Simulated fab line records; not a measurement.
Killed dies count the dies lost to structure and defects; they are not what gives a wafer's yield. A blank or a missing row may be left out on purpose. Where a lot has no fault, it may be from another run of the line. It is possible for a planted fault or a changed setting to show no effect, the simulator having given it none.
fab line records ; flow nandHarc
record: lots: 13; wafers: 38; lastDay: 24
route steps=1159 shown A_SGD_CUT@761 A_SLIT@779 A_WL_FILL@809
lots that met no fault: from a run of the same line without faults
startH: start of the lot's first displayed wafer, in hours after the record's first day ; waitH: hours elapsed since this lot's preceding step ; " repeats the value in the row above ; L1.1+2: several wafers, shown together as one row ; - no value present, or no start provided ; * or withheld: withheld ; < > ~ a bound
route shown NAME@n: NAME is a module with steps in the file, n the number in the route of the first one ; usual: the fault-free wafers' mean and standard deviation ; same: alike in all rows ; chamber/n: place in a boat ; sites: readings site by site ; _std_site: standard deviation across them ; _edge_site: inner sites' mean taken away from outer sites' mean ; radiusMm: how far each site lies from the wafer's centre ; mask NAME#n: copy n ; behind: the most recent tool/chamber to have shaped the wafer ; hold: why the lot was held/for how many hours/how that ended ; device: transistor that didn't switch, given as n, p or np ; end of line: the route-end tests of the same wafers ; where a step has no rows: the recipe by itself ; killed: at the first sort, the dies lost to defects and structure; wafer yield is something else ; map: a wafer's dies, marking killed ones x, the rest . and places with no die _
set.NAME: the run value of the setting; set.NAME@STEP: its run value at that earlier step ; model.NAME: the simulator's own value behind a step, which no gauge read
steps of the route over a sample of lots; a table a step, a row a wafer
services: when a tool's chamber went out of use (startH, in hours from the record's first day, below 0 if earlier), for how many hours, and the reason
== steps ==
step: NHARC_A_SGD_CUT_DESCUM_14
recipe: timeS: 3; o2FlowSccm: 200; arFlowSccm: 0; biasPowerW: 0; chemistry: O2
usual: drypumpMotorCurrentA: 5.7/0.47; oesProductAu: 1.000/0.0098; rfVppV: 57.8/1; showerheadPlenumPTorr: 1.92/0.11; throttleValvePct: 11.309/0.0092
lot.wafer;tool;chamber;startH;waitH;drypumpMotorCurrentA;oesProductAu;rfHoursCounterH;rfVppV;showerheadPlenumPTorr;throttleValvePct
L531.3;rieDiel-09;0;310.82;0.1;6.3;1.006;3;57.5;1.80;11.307
L531.1;rieDiel-09;1;310.82;0.1;6.0;0.997;3;59.5;2.00;11.322
L531.6;rieDiel-09;2;310.82;0.1;6.1;0.990;-;58.9;2.05;11.313
L533.4;rieDiel-09;3;326.21;0.1;5.8;0.997;5;56.2;2.06;11.314
L533.2;rieDiel-09;2;326.21;0.1;6.0;0.984;4;57.9;2.05;11.308
L533.5;rieDiel-09;3;326.21;0.1;5.8;0.999;-;58.2;2.06;11.313
L534.4;rieDiel-08;1;327.12;0.1;5.4;0.999;2;58.5;2.03;11.322
L534.2;rieDiel-08;3;327.12;0.1;5.6;0.993;2;56.6;1.80;11.311
L532.3;rieDiel-09;1;327.44;0.1;6.0;1.002;5;58.8;2.00;11.296
L532.5;rieDiel-09;3;327.44;0.1;5.8;0.998;-;57.9;2.06;11.312
L532.6;rieDiel-09;0;327.44;0.1;6.2;0.998;-;58.4;1.80;11.307
L535.1;rieDiel-08;0;329.05;0.1;6.4;1.003;2;58.8;1.99;11.309
L535.4;rieDiel-08;1;329.05;0.1;5.4;0.995;2;58.4;2.03;11.317
L535.6;rieDiel-08;3;329.05;0.1;5.6;0.992;-;56.6;1.80;11.303
L544.3;rieDiel-08;1;382.87;0.1;5.4;1.007;7;57.3;2.03;11.327
L544.4;rieDiel-08;0;382.87;0.1;6.4;1.006;6;56.4;1.99;11.320
L544.5;rieDiel-08;2;382.87;0.1;5.4;0.994;-;56.4;1.77;11.298
L545.1;rieDiel-08;0;400.67;0.1;6.4;0.992;8;57.7;1.99;11.298
L545.4;rieDiel-08;1;400.67;0.1;5.4;1.007;8;58.7;2.03;11.310
L545.6;rieDiel-08;3;400.67;0.1;5.6;0.991;-;57.2;1.80;11.308
L547.4;rieDiel-08;3;407.40;0.1;5.6;0.983;10;56.8;1.80;11.301
L547.2;rieDiel-08;0;407.40;0.1;6.4;0.993;9;58.6;1.99;11.323
L547.5;rieDiel-08;3;407.40;0.1;5.6;0.989;-;58.1;1.80;11.296
L552.2;rieDiel-09;2;418.32;0.1;6.0;0.985;9;58.5;2.05;11.305
L552.5;rieDiel-09;0;418.32;0.1;6.2;1.000;-;58.0;1.80;11.315
L552.6;rieDiel-09;1;418.32;0.1;6.0;1.013;-;57.4;2.00;11.302
L550.1;rieDiel-08;3;418.58;0.1;5.5;0.998;12;57.6;1.80;11.297
L550.2;rieDiel-08;1;418.58;0.1;5.4;1.002;11;56.5;2.03;11.304
L550.5;rieDiel-08;0;418.58;0.1;6.4;0.999;-;58.6;1.99;11.312
L551.3;rieDiel-10;1;419.77;0.1;4.9;1.016;7;59.3;1.92;11.307
L551.2;rieDiel-10;2;419.77;0.1;5.8;1.010;7;57.7;1.87;11.304
L551.1;rieDiel-10;3;419.77;0.1;6.0;0.991;7;59.1;2.04;11.309
L553.1;rieDiel-08;1;437.64;0.1;5.4;1.001;12;57.0;2.03;11.310
L553.3;rieDiel-08;3;437.64;0.1;5.6;0.985;13;57.0;1.80;11.318
L553.5;rieDiel-08;0;437.64;0.1;6.5;0.986;-;58.8;1.99;11.311
L554.1;rieDiel-10;3;452.89;0.1;6.0;1.005;10;56.8;2.04;11.318
L554.5;rieDiel-10;0;452.89;0.1;5.0;1.010;-;59.0;1.81;11.314
L554.6;rieDiel-10;1;452.89;0.1;4.9;1.012;-;58.0;1.92;11.306
step: NHARC_A_SLIT_DEP_25
recipe: targetThkA: 2000; tempC: 400; pressureTorr: 6.5; rfW: 900; teosFlowSccm: 161.4; flowSccm: 2650; targetThkNm: 200; gas: O2; material: SiO2
usual: heaterPowerW: 554/82; throttleValvePct: 15.9/0.64
lot.wafer;tool;chamber;startH;waitH;heaterPowerW;sinceWetCleanH;throttleValvePct
L531.3;pecvd-03;2;318.26;0.1;454;13;15.3
L531.1;pecvd-03;0;318.26;0.1;545;13;16.5
L531.6;pecvd-03;1;318.26;0.1;483;-;16.5
L534.2;pecvd-03;1;332.93;0.1;495;28;16.2
L534.4;pecvd-03;1;332.93;0.1;510;-;16.3
L532.3;pecvd-04;0;333.03;0.2;671;125;16.3
L532.5;pecvd-04;1;333.03;0.2;565;-;15.0
L532.6;pecvd-04;2;333.03;0.2;591;-;16.0
L535.1;pecvd-03;1;333.15;0.2;484;28;16.5
L535.6;pecvd-03;1;333.15;0.2;510;-;16.4
L535.4;pecvd-03;0;333.15;0.2;646;-;16.5
L533.2;pecvd-03;2;333.62;0.6;465;29;15.4
L533.5;pecvd-03;0;333.62;0.6;540;-;16.7
L533.4;pecvd-03;1;333.62;0.6;491;-;16.5
L544.3;pecvd-04;0;389.36;0.1;650;0;15.8
L544.5;pecvd-04;2;389.36;0.1;730;-;15.6
L544.4;pecvd-04;1;389.36;0.1;624;-;14.9
L545.1;pecvd-04;2;407.03;0.1;697;18;15.3
L545.6;pecvd-04;1;407.03;0.1;687;-;14.8
L545.4;pecvd-04;2;407.03;0.1;711;-;15.5
L547.2;pecvd-03;0;413.99;0.2;595;109;16.7
L547.5;pecvd-03;0;413.99;0.2;598;-;16.8
L547.4;pecvd-03;2;413.99;0.2;460;-;15.2
L551.1;pecvd-02;2;424.56;0.1;548;77;15.9
L551.3;pecvd-02;0;424.56;0.1;539;77;16.0
L551.2;pecvd-02;1;424.56;0.1;610;77;16.4
L550.1;pecvd-03;0;424.56;0.1;631;120;16.6
L550.2;pecvd-03;1;424.56;0.1;487;120;16.8
L550.5;pecvd-03;0;424.56;0.1;484;-;16.7
L552.2;pecvd-04;0;424.71;0.2;628;36;15.6
L552.6;pecvd-04;0;424.71;0.2;644;-;15.9
L552.5;pecvd-04;2;424.71;0.2;631;-;15.6
L553.3;pecvd-03;0;446.12;0.3;603;141;16.6
L553.1;pecvd-03;1;446.12;0.3;506;141;16.4
L553.5;pecvd-03;0;446.12;0.3;623;-;16.7
L554.1;pecvd-04;0;457.89;0.1;667;69;15.9
L554.6;pecvd-04;2;457.89;0.1;679;-;15.6
L554.5;pecvd-04;1;457.89;0.1;585;-;15.1
step: NHARC_A_WL_FILL_ALD_00
recipe: targetThkA: 30; pulseTimeS: 3; aldCycles: 30; tempC: 300; material: Al2O3
usual: aldCycles: 30/0; heaterPowerW: 466/38; precursorPulseHeightRel: 1.001/0.019
lot.wafer;tool;chamber;startH;waitH;aldCycles;heaterPowerW;precursorPulseHeightRel;sinceWetCleanH
L531.1;aldHk-04;3;336.84;2.9;30;438;1.010;140
L531.3;aldHk-04;0;336.84;2.9;30;440;0.990;140
L531.6;aldHk-04;2;336.84;2.9;30;482;1.024;-
L535.4;aldHk-03;0;347.63;0.3;30;448;0.987;9
L535.1;aldHk-03;1;347.63;0.3;30;498;0.985;9
L535.6;aldHk-03;1;347.63;0.3;30;493;1.015;-
L532.3;aldHk-03;3;347.96;0.6;42;427;1.009;10
L532.5;aldHk-03;3;347.96;0.6;30;418;0.966;-
L532.6;aldHk-03;0;347.96;0.6;30;443;0.974;-
L534.2;aldHk-03;1;348.34;1.0;30;490;0.986;10
L534.4;aldHk-03;3;348.34;1.0;42;423;1.001;10
L533.4;aldHk-03;0;350.14;0.1;42;435;1.003;12
L533.2;aldHk-03;2;350.14;0.1;30;541;1.010;12
L533.5;aldHk-03;1;350.14;0.1;30;499;0.988;-
L544.4;aldHk-02;1;406.00;1.8;30;458;1.019;116
L544.3;aldHk-02;2;406.00;1.8;30;442;1.013;116
L544.5;aldHk-02;0;406.00;1.8;30;438;0.981;-
L545.1;aldHk-04;2;421.21;0.2;30;508;1.017;44
L545.4;aldHk-04;3;421.21;0.2;30;418;1.023;44
L545.6;aldHk-04;2;421.21;0.2;30;509;0.989;-
L547.2;aldHk-03;3;429.18;0.1;30;417;0.996;91
L547.4;aldHk-03;1;429.18;0.1;30;500;1.010;91
L547.5;aldHk-03;2;429.18;0.1;30;542;0.965;-
L551.1;aldHk-03;1;440.33;0.1;30;486;1.012;102
L551.2;aldHk-03;2;440.33;0.1;30;540;0.986;102
L551.3;aldHk-03;3;440.33;0.1;30;423;0.980;102
L552.2;aldHk-03;0;440.49;0.2;30;443;1.012;102
L552.5;aldHk-03;0;440.49;0.2;30;455;1.012;-
L552.6;aldHk-03;1;440.49;0.2;30;496;1.013;-
L550.1;aldHk-03;2;440.65;0.4;30;542;1.024;102
L550.2;aldHk-03;0;440.65;0.4;30;447;0.977;102
L550.5;aldHk-03;3;440.65;0.4;30;409;1.026;-
L553.3;aldHk-03;1;460.58;0.1;30;501;1.016;122
L553.1;aldHk-03;3;460.58;0.1;30;422;1.016;122
L553.5;aldHk-03;2;460.58;0.1;30;537;1.002;-
L554.1;aldHk-04;1;474.86;0.1;30;488;1.020;98
L554.6;aldHk-04;1;474.86;0.1;30;486;0.997;-
L554.5;aldHk-04;2;474.86;0.1;30;503;1.000;-
step: NHARC_A_WL_FILL_STRIP_29
recipe: timeS: 20; o2FlowSccm: 500; arFlowSccm: 0; biasW: 0; chemistry: O2
usual: drypumpMotorCurrentA: 5.7/0.46; oesProductAu: 1.000/0.01; rfVppV: 57.8/0.92; showerheadPlenumPTorr: 3.53/0.14; throttleValvePct: 17.036/0.009
lot.wafer;tool;chamber;startH;waitH;drypumpMotorCurrentA;oesProductAu;rfHoursCounterH;rfVppV;showerheadPlenumPTorr;throttleValvePct
L531.1;rieDiel-04;1;351.70;0.1;5.8;0.974;2.0;58.5;3.59;17.046
L531.3;rieDiel-04;0;351.70;0.1;5.2;0.982;1.9;56.2;3.31;17.040
L531.6;rieDiel-04;2;351.70;0.1;5.9;1.006;-;57.4;3.32;17.042
L535.1;rieDiel-04;3;363.23;0.1;6.3;0.988;2.5;58.0;3.77;17.042
L535.4;rieDiel-04;1;363.23;0.1;5.8;0.977;2.3;58.2;3.59;17.042
L535.6;rieDiel-04;3;363.23;0.1;6.4;0.982;-;59.1;3.77;17.034
L532.3;rieDiel-03;0;363.30;0.1;5.4;1.006;3.7;57.4;3.57;17.039
L532.6;rieDiel-03;1;363.30;0.1;6.0;1.009;-;57.9;3.51;17.031
L532.5;rieDiel-03;2;363.30;0.1;6.4;1.009;-;59.3;3.75;17.026
L533.4;rieDiel-03;2;368.76;0.1;6.4;0.995;3.7;58.3;3.75;17.035
L533.2;rieDiel-03;3;368.76;0.1;5.0;0.996;3.8;59.3;3.56;17.029
L533.5;rieDiel-03;1;368.76;0.1;5.9;0.996;-;58.9;3.51;17.037
L534.2;rieDiel-12;1;374.93;0.1;6.0;0.998;10.1;58.4;3.47;17.033
L534.4;rieDiel-12;0;374.93;0.1;4.9;1.000;10.0;58.5;3.68;17.045
L544.4;rieDiel-12;3;423.54;0.1;5.5;1.007;2.1;57.4;3.53;17.049
L544.3;rieDiel-12;0;423.54;0.1;4.9;1.016;2.3;57.3;3.68;17.042
L544.5;rieDiel-12;2;423.54;0.1;6.2;1.000;-;57.2;3.47;17.029
L545.1;rieDiel-03;0;439.20;0.1;5.5;1.001;0.8;57.1;3.57;17.029
L545.4;rieDiel-03;2;439.20;0.1;6.3;1.005;0.8;57.4;3.75;17.034
L545.6;rieDiel-03;0;439.20;0.1;5.5;1.005;-;56.3;3.56;17.034
L547.4;rieDiel-03;1;444.86;0.1;6.0;0.995;0.9;57.9;3.51;17.032
L547.2;rieDiel-03;3;444.86;0.1;5.1;1.009;0.9;57.4;3.56;17.035
L547.5;rieDiel-03;1;444.86;0.1;6.0;1.006;-;58.3;3.51;17.017
L551.2;rieDiel-04;0;455.28;0.1;5.3;0.998;5.7;58.3;3.31;17.039
L551.3;rieDiel-04;2;455.28;0.1;5.9;1.008;5.9;57.2;3.32;17.026
L551.1;rieDiel-04;3;455.28;0.1;6.3;1.002;6.0;59.5;3.77;17.044
L552.2;rieDiel-12;1;455.31;0.1;6.0;1.007;4.3;56.8;3.47;17.031
L552.5;rieDiel-12;1;455.31;0.1;6.0;1.005;-;57.1;3.47;17.050
L552.6;rieDiel-12;2;455.31;0.1;6.2;0.994;-;59.5;3.47;17.034
L550.2;rieDiel-03;3;464.50;0.1;5.0;0.996;1.2;56.5;3.56;17.024
L550.1;rieDiel-03;0;464.50;0.1;5.5;0.986;1.2;57.8;3.57;17.021
L550.5;rieDiel-03;3;464.50;0.1;5.0;1.005;-;59.4;3.55;17.024
L553.1;rieDiel-12;2;485.61;0.1;6.2;1.002;6.0;58.0;3.47;17.029
L553.3;rieDiel-12;0;485.61;0.1;4.9;1.021;6.4;57.0;3.67;17.043
L553.5;rieDiel-12;3;485.61;0.1;5.5;1.002;-;57.7;3.53;17.032
L554.1;rieDiel-04;2;491.82;0.1;5.9;0.991;0.7;59.1;3.32;17.038
L554.6;rieDiel-04;3;491.82;0.1;6.3;0.975;-;59.1;3.77;17.023
L554.5;rieDiel-04;0;491.82;0.1;5.2;0.975;-;57.3;3.31;17.047
== services ==
tool;chamber;startH;hours;kind
rieDiel-04;-;288.90;9.0;pm
pecvd-04;0;291.34;4.0;repair
pecvd-03;-;292.00;13.0;pm
rieDiel-08;-;301.80;9.0;pm
pecvd-04;-;311.58;1.2;repair
rieDiel-04;-;319.18;1.7;repair
rieDiel-09;2;321.92;1.5;repair
aldHk-03;-;328.43;10.0;pm
rieDiel-08;3;342.73;6.7;repair
rieDiel-03;0;359.27;4.0;repair
rieDiel-09;3;371.55;1.4;repair
pecvd-04;-;376.04;13.0;pm
rieDiel-08;0;379.71;1.7;repair
rieDiel-03;3;388.05;6.0;repair
rieDiel-03;-;392.30;9.0;pm
rieDiel-09;-;395.36;0.7;repair
rieDiel-09;-;431.36;9.0;pm
pecvd-04;1;431.88;16.8;repair
rieDiel-08;0;442.76;4.8;repair
rieDiel-04;1;452.88;3.2;repair
rieDiel-03;2;462.23;4.5;repair
pecvd-04;-;462.40;1.7;repair
pecvd-03;-;473.22;13.0;pm
rieDiel-08;-;478.86;9.0;pm
== key ==
firstSign: step: NHARC_A_WL_FILL_ALD_00; reading: aldCycles; direction: up; sigmas: 99+; usual: 30; struck: 42
effect none on later readings
metAt NHARC_A_WL_FILL_ALD_00
struckLots L532,L533,L534
struckWafers L532.3,L533.4,L534.4
sortLeftOut L534.4
testerLeftOut L532,L533,L534
notActingAt NHARC_A_SGD_CUT_DESCUM_14,NHARC_A_SLIT_DEP_25,NHARC_A_WL_FILL_STRIP_29
fault: kind: processParameterDrift; tool: aldHk-03; chamber: -; onsetH: 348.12; steps: NHARC_A_WL_FILL_ALD_00; channel: aldCycles; offset: 12; shape: step; endH: 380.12; scope: struckWafersOnly; actsIn: theseRecipesOnly; stated: 30
testerLeftOut: of these lots the tester's yield and bins aren't shown, on N5 and GAA mostly nor the transistor test; their killed dies are dies lost to structure and defects alone, not to doping, threshold or leakage, so they don't give the yield
sortLeftOut: the simulated sort isn't trusted on such a fault, so these wafers' sort isn't shown, and their yield isn't known
